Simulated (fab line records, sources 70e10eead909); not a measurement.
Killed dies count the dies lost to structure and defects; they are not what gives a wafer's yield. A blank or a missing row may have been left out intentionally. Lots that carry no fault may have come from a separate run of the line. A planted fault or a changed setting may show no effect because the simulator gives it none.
Matching of chambers	flow nandHarc	NHARC_P_M0_PRE_CLEAN_31 on pecvd-02: 3 sister chambers
The step time 12 s. 3 wafers are shown with their chamber, then 8 later ones without.

WAFERS WITH THEIR CHAMBER
wafer	chamber	heaterPowerOuterW (W)
L079.2	2	349
L080.5	0	293
L084.2	1	257

WAFERS WHOSE CHAMBER IS MISSING
wafer	heaterPowerOuterW (W)
L084.4	381
L084.6	283
L089.2	359
L089.3	246
L089.4	243
L095.1	288
L095.4	300
L095.5	402

EACH ONE'S CHAMBER
wafer	from the rows above	in truth
L084.4	2	2
L084.6	can't be placed: 0 or 1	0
L089.2	2	2
L089.3	can't be placed: 1 or 0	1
L089.4	can't be placed: 1 or 0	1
L095.1	can't be placed: 0 or 1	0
L095.4	can't be placed: 0 or 1 or 2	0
L095.5	2	2
Placed correctly: 3 of 8. From these rows, 5 cannot be placed; in 5 the true chamber is one of the candidates. Number placed wrongly: 0.
How it was worked out, from the rows above alone: a wafer's distance from a chamber is the root of the sum, over the readings, of the square of ((its reading less the chamber's mean) divided by the reading's scatter). If the next closest chamber is less than 2 further off than the closest, the wafer can't be placed; otherwise it belongs to the closest. For every chamber, the mean is computed from those of its wafers that are shown. The scatter: with one shown wafer a chamber, the root of the mean of the squares of how far each hidden wafer lies from its nearest shown one.
